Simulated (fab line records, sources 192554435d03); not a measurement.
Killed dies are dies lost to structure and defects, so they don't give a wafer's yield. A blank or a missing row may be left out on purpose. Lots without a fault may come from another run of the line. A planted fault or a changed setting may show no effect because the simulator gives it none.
Split-lot experiment | flow n5_finfet | 7 lots, 21 wafers read, on a route of 1938 steps

THE SPLIT
At N5_BEOL_M2_EXPOSE_25 (exposes mask V1, defocus 5 nm), the setting dose_mj was moved away from the recipe's 63 on 13 of the 21 wafers read, by -5.1% to +5.7%. The other wafers ran this setting at the recipe's value.

FROM THE SPLIT TO THE READING: what the file shows between them, 2 steps
- N5_BEOL_M2_PEB_26: peb time 60 s
- N5_BEOL_M2_DEVELOP_27: develop time 30 s

THE READING
cd_nm, in nm, at N5_BEOL_M2_CD_MEAS_28 (target cd 26.2 nm, target cd y 24.1 nm). Fault-free wafers of this fab line usually give 26.23 nm, standard deviation 0.23 nm.

wafer  | tool, chamber at the split | dose_mj as run | against the recipe | cd_nm, nm | against lot-mates on the recipe
L075.1 | euv_scanner-01, 0          | 63             | recipe             | 26.23     | -
L075.2 | euv_scanner-01, 0          | 63             | recipe             | 26.19     | -
L075.4 | euv_scanner-01, 0          | 63             | recipe             | 26.31     | -
L079.3 | euv_scanner-02, 0          | 66.6           | +5.7%              | 27.41     | +1.46
L079.4 | euv_scanner-02, 0          | 63             | recipe             | 25.95     | -
L079.5 | euv_scanner-02, 0          | 66.6           | +5.7%              | 27.33     | +1.38
L086.2 | euv_scanner-02, 0          | 63             | recipe             | 26.23     | -
L086.4 | euv_scanner-02, 0          | 59.82          | -5.0%              | 25.20     | -1.03
L086.6 | euv_scanner-02, 0          | 59.82          | -5.0%              | 25.23     | -1.00
L087.3 | euv_scanner-02, 0          | 66.06          | +4.9%              | 26.77     | no lot-mate on the recipe
L087.5 | euv_scanner-02, 0          | 66.06          | +4.9%              | 26.64     | no lot-mate on the recipe
L087.6 | euv_scanner-02, 0          | 66.06          | +4.9%              | 27.12     | no lot-mate on the recipe
L091.2 | euv_scanner-02, 0          | 59.96          | -4.8%              | 25.55     | -0.70
L091.3 | euv_scanner-02, 0          | 63             | recipe             | 26.25     | -
L091.4 | euv_scanner-02, 0          | 59.96          | -4.8%              | 25.59     | -0.66
L095.1 | euv_scanner-02, 0          | 63             | recipe             | 26.50     | -
L095.4 | euv_scanner-02, 0          | 63             | recipe             | 26.18     | -
L095.5 | euv_scanner-02, 0          | 61.23          | -2.8%              | 26.08     | -0.26
L096.3 | euv_scanner-01, 0          | 59.81          | -5.1%              | 25.25     | no lot-mate on the recipe
L096.4 | euv_scanner-01, 0          | 59.81          | -5.1%              | 25.43     | no lot-mate on the recipe
L096.5 | euv_scanner-01, 0          | 59.81          | -5.1%              | 24.94     | no lot-mate on the recipe

THE FIT
A straight line over all 21 wafers: cd_nm changes by +0.171 nm for each +1% of dose_mj; r = +0.95; the points scatter about the line by 0.22 nm.
The same after taking each lot's own level away (the mean of its wafers on the recipe; 15 wafers): +0.204 nm for each +1%; r = +0.98; scatter 0.16 nm.
On that fit, the largest move of dose_mj shifts the reading by 1.2 nm.
The lots' own levels span 25.950 to 26.340 nm, that is 1.7 times the standard deviation above.
So the lot-to-lot level changes the slope: the two fits differ.
Check: with one of the wafers moved furthest among these (+5.7%) left out of the fit, the line predicts +1.17 nm for it against its lot-mates. It came out at +1.46 nm against them.

THE FILE'S OWN FIT
cd_nm changes by +0.193 nm for each +1% of dose_mj, r = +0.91.
